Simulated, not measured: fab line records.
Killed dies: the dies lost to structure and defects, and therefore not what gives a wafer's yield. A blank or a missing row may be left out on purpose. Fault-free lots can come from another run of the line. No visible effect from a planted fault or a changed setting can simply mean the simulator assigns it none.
Which tool was responsible? || flow n5 finfet || 11 lots with 32 wafers sampled at 4 steps, on a route of 1938 steps

== WHAT EACH GAUGE READ, for each wafer ==
N5_SD_EPI_N_EPI_MEAS_23.
{"lot": "L270", "measured": "day 3 04:55", "on": "film metro-01", "thk nm (nm)": "60.1 59.1 61.1"}
{"lot": "L271", "measured": "day 3 12:22", "on": "film metro-02", "thk nm (nm)": "58.5 59.5 59.5"}
{"lot": "L272", "measured": "day 3 17:37", "on": "film metro-01", "thk nm (nm)": "59.5 59.4 59.2"}
{"lot": "L274", "measured": "day 4 04:55", "on": "film metro-02", "thk nm (nm)": "57.7 59.3 59.0"}
{"lot": "L276", "measured": "day 4 16:08", "on": "film metro-02", "thk nm (nm)": "58.1 58.5 58.6"}
{"lot": "L277", "measured": "day 4 23:01", "on": "film metro-01", "thk nm (nm)": "59.9 59.2 58.1"}
{"lot": "L278", "measured": "day 5 06:10", "on": "film metro-02", "thk nm (nm)": "55.8 59.5"}
{"lot": "L283", "measured": "day 6 11:27", "on": "film metro-01", "thk nm (nm)": "58.9 56.7 57.9"}
{"lot": "L285", "measured": "day 6 21:55", "on": "film metro-01", "thk nm (nm)": "59.4 54.7 52.8"}
{"lot": "L290", "measured": "day 8 06:57", "on": "film metro-01", "thk nm (nm)": "59.8 58.4 58.2"}
{"lot": "L291", "measured": "day 8 11:51", "on": "film metro-02", "thk nm (nm)": "60.2 58.0 59.6"}

== TOOL THAT RAN EACH LOT (tool first, then ch and the chambers of the sampled wafers, then the start) ==
{"lot": "L270", "N5_SPACER0_ALD_07": "ald sin-01 ch 1,2,3, day 3 00:12", "N5_SD_EPI_N_ETCH_16": "rie diel-05 ch 0,1,3, day 3 01:52", "N5_SD_EPI_N_EPI_21": "epi rpcvd-04 ch 0, day 3 03:29"}
{"lot": "L271", "N5_SPACER0_ALD_07": "ald sin-02 ch 0,3, day 3 07:29", "N5_SD_EPI_N_ETCH_16": "rie diel-01 ch 2,3, day 3 09:25", "N5_SD_EPI_N_EPI_21": "epi rpcvd-03 ch 0, day 3 10:38"}
{"lot": "L272", "N5_SPACER0_ALD_07": "ald sin-03 ch 0,1,3, day 3 12:23", "N5_SD_EPI_N_ETCH_16": "rie diel-03 ch 0,1,3, day 3 14:06", "N5_SD_EPI_N_EPI_21": "epi rpcvd-03 ch 0, day 3 15:20"}
{"lot": "L274", "N5_SPACER0_ALD_07": "ald sin-03 ch 0,1,2, day 4 00:36", "N5_SD_EPI_N_ETCH_16": "rie diel-01 ch 0,3, day 4 02:08", "N5_SD_EPI_N_EPI_21": "epi rpcvd-03 ch 0, day 4 03:29"}
{"lot": "L276", "N5_SPACER0_ALD_07": "ald sin-01 ch 1,3, day 4 11:40", "N5_SD_EPI_N_ETCH_16": "rie diel-05 ch 0,1,3, day 4 13:21", "N5_SD_EPI_N_EPI_21": "epi rpcvd-01 ch 0, day 4 14:41"}
{"lot": "L277", "N5_SPACER0_ALD_07": "ald sin-01 ch 0,1, day 4 18:34", "N5_SD_EPI_N_ETCH_16": "rie diel-05 ch 0,2,3, day 4 20:14", "N5_SD_EPI_N_EPI_21": "epi rpcvd-03 ch 0, day 4 21:34"}
{"lot": "L278", "N5_SPACER0_ALD_07": "ald sin-02 ch 0,3, day 5 01:34", "N5_SD_EPI_N_ETCH_16": "rie diel-01 ch 2,3, day 5 03:22", "N5_SD_EPI_N_EPI_21": "epi rpcvd-03 ch 0, day 5 04:26"}
{"lot": "L283", "N5_SPACER0_ALD_07": "ald sin-01 ch 0,1, day 6 07:01", "N5_SD_EPI_N_ETCH_16": "rie diel-01 ch 2,3, day 6 08:41", "N5_SD_EPI_N_EPI_21": "epi rpcvd-01 ch 0, day 6 10:01"}
{"lot": "L285", "N5_SPACER0_ALD_07": "ald sin-01 ch 0,1,3, day 6 17:22", "N5_SD_EPI_N_ETCH_16": "rie diel-01 ch 0,2, day 6 19:07", "N5_SD_EPI_N_EPI_21": "epi rpcvd-03 ch 0, day 6 20:11"}
{"lot": "L290", "N5_SPACER0_ALD_07": "ald sin-02 ch 1,2,3, day 8 01:45", "N5_SD_EPI_N_ETCH_16": "rie diel-01 ch 0,2,3, day 8 03:26", "N5_SD_EPI_N_EPI_21": "epi rpcvd-01 ch 0, day 8 04:40"}
{"lot": "L291", "N5_SPACER0_ALD_07": "ald sin-02 ch 0,1,3, day 8 05:57", "N5_SD_EPI_N_ETCH_16": "rie diel-05 ch 0,1,2, day 8 07:29", "N5_SD_EPI_N_EPI_21": "epi rpcvd-04 ch 0, day 8 09:20"}
- N5_SPACER0_ALD_07: deposits SiNx, target thk 2 nm.
- N5_SD_EPI_N_ETCH_16: etches SiO2 in CHF3/O2, target depth 5 nm.
- N5_SD_EPI_N_EPI_21: deposits Si:P, time 690 s.

== THE ANSWER, worked out from the rows above alone ==
Rule: usual is defined by the lots themselves. The widest of any qualifying gaps counts: lots, ordered by their means at a reading, are off when they make up no more than a third of the lots, leave a main group of 4 or more, and stand apart from it by 3 or more times the standard deviation of that group's means. A main group whose means are all the same, to the digits that the tables above print for the reading, isn't used. Also off: a lot with no number at a reading for which 4 or more lots have one. Where the step has rows for the other lots, those lots are counted as sound.
No lot is off at any reading shown: from this, nothing can be told.

== WHAT HAD BEEN PUT IN BY THE SIMULATOR ==
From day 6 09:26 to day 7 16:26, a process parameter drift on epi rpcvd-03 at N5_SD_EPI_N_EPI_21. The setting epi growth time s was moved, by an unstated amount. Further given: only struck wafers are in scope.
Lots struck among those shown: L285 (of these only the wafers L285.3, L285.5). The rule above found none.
